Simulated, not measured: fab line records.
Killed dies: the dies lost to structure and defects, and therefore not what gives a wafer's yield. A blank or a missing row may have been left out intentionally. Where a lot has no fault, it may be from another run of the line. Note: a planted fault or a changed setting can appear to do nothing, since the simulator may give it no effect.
Tool commonality check + flow nand_harc + Sample size 7 lots and 12 wafers

## REASON FOR OPENING
At NHARC_END_SORT_01 the reading killed_at_array is flagged on 2 of 7 lots. No-fault wafers: 29, standard deviation 11.
Rule: a lot is flagged in two cases, either no wafer of it has a number, or all its wafers with numbers fall more than 4 standard deviations from that mean. The other lots count as sound.

| lot  | measured     | on        | killed_at_array, wafer by wafer | flag    |
|------|--------------|-----------|---------------------------------|---------|
| L743 | day 22 17:23 | prober-02 | 103 104 109                     | FLAGGED |
| L744 | day 22 19:23 | prober-01 | 82 79 90                        | FLAGGED |
| L746 | day 23 16:14 | prober-02 | 33                              |         |
| L745 | day 24 00:49 | prober-02 | 33                              |         |
| L749 | day 24 07:46 | prober-02 | 39 44                           |         |
| L751 | day 25 09:20 | prober-01 | 29                              |         |
| L753 | day 25 19:32 | prober-01 | 44                              |         |
On average the flagged lots' numbers are 94, which is +66 against the usual, or +6 standard deviations.

## LOT BY LOT: THE TOOL USED
Before the reading, the record contains 3 process steps out of a 1159-step route. In each cell: the tool, then ch and the chambers that the sampled wafers went through, then the start.
| lot  | flag    | NHARC_A_STAIRCASE_TRIM_233         | NHARC_THIN_TSV_STRIP_45              | NHARC_THIN_TSV_DESCUM_35           |
|------|---------|------------------------------------|--------------------------------------|------------------------------------|
| L743 | FLAGGED | rie_diel-10 ch 1,2,3, day 14 07:56 | plasma_asher-02 ch 0,1, day 22 04:02 | rie_diel-13 ch 0,1,3, day 22 08:55 |
| L744 | FLAGGED | rie_diel-10 ch 0,3, day 14 14:34   | plasma_asher-02 ch 0,1, day 22 03:06 | rie_diel-13 ch 0,1,2, day 22 08:04 |
| L746 |         | rie_diel-05 ch 1,2,3, day 15 02:29 | plasma_asher-01 ch 0,1, day 23 00:46 | rie_diel-02 ch 0,1,2, day 23 05:53 |
| L745 |         | rie_diel-06 ch 0,2, day 15 02:56   | plasma_asher-01 ch 0,1, day 23 01:52 | rie_diel-11 ch 0,1,2, day 23 07:10 |
| L749 |         | rie_diel-05 ch 0,1,3, day 16 01:00 | plasma_asher-01 ch 1, day 23 09:13   | rie_diel-13 ch 0,1,3, day 23 14:35 |
| L751 |         | rie_diel-06 ch 1,3, day 16 07:20   | plasma_asher-02 ch 0,1, day 24 10:42 | rie_diel-02 ch 0,2, day 24 15:55   |
| L753 |         | rie_diel-05 ch 1,2,3, day 17 11:54 | plasma_asher-02 ch 0,1, day 24 15:13 | rie_diel-02 ch 1,2, day 24 20:13   |
What the steps here do:
- NHARC_A_STAIRCASE_TRIM_233: chemistry O2, time 211.2 s.
- NHARC_THIN_TSV_STRIP_45: strips in O2.
- NHARC_THIN_TSV_DESCUM_35: chemistry O2, time 3 s.
- NHARC_END_SORT_01

## FLAGGED OVER TOTAL, TOOL BY TOOL (the gauges that took the reading come last)
| step                       | tool            | lots run | flagged | share of the flagged lots | sound lots run after its first flagged lot |
|----------------------------|-----------------|----------|---------|---------------------------|--------------------------------------------|
| NHARC_A_STAIRCASE_TRIM_233 | rie_diel-05     | 3        | 0       | none                      | -                                          |
| NHARC_A_STAIRCASE_TRIM_233 | rie_diel-06     | 2        | 0       | none                      | -                                          |
| NHARC_A_STAIRCASE_TRIM_233 | rie_diel-10     | 2        | 2       | all                       | 0                                          |
| NHARC_THIN_TSV_STRIP_45    | plasma_asher-01 | 3        | 0       | none                      | -                                          |
| NHARC_THIN_TSV_STRIP_45    | plasma_asher-02 | 4        | 2       | all                       | 2 (L751,L753)                              |
| NHARC_THIN_TSV_DESCUM_35   | rie_diel-02     | 3        | 0       | none                      | -                                          |
| NHARC_THIN_TSV_DESCUM_35   | rie_diel-11     | 1        | 0       | none                      | -                                          |
| NHARC_THIN_TSV_DESCUM_35   | rie_diel-13     | 3        | 2       | all                       | 1 (L749)                                   |
| NHARC_END_SORT_01          | prober-01       | 3        | 1       | some                      | 2 (L751,L753)                              |
| NHARC_END_SORT_01          | prober-02       | 4        | 1       | some                      | 3 (L746,L745,L749)                         |

## WHAT IS ALLOWED BY THE TABLE
rie_diel-10 at NHARC_A_STAIRCASE_TRIM_233, plasma_asher-02 at NHARC_THIN_TSV_STRIP_45 and rie_diel-13 at NHARC_THIN_TSV_DESCUM_35: these 3 rows of the table ran every flagged lot.
- rie_diel-10 at NHARC_A_STAIRCASE_TRIM_233: 2 of its 2 lots flagged. It ran no sound lot before its first flagged lot in this sample, so the start can't be narrowed down.
- plasma_asher-02 at NHARC_THIN_TSV_STRIP_45: 2 of its 4 lots flagged. Sound lots followed the first flagged one (L751, L753) on it, something a lasting fault affecting the whole tool could not allow.
- rie_diel-13 at NHARC_THIN_TSV_DESCUM_35: 2 of its 3 lots flagged. Sound lots followed the first flagged one (L749) on it, something a lasting fault affecting the whole tool could not allow.
rie_diel-10 at NHARC_A_STAIRCASE_TRIM_233 is the single tool remaining.

## WHAT THE SIMULATOR HAD PUT IN
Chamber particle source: rie_diel-10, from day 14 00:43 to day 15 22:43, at NHARC_A_STAIRCASE_TRIM_233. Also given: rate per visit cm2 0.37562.
Struck lots among those shown: L743, L744. The rule given above showed the same thing.
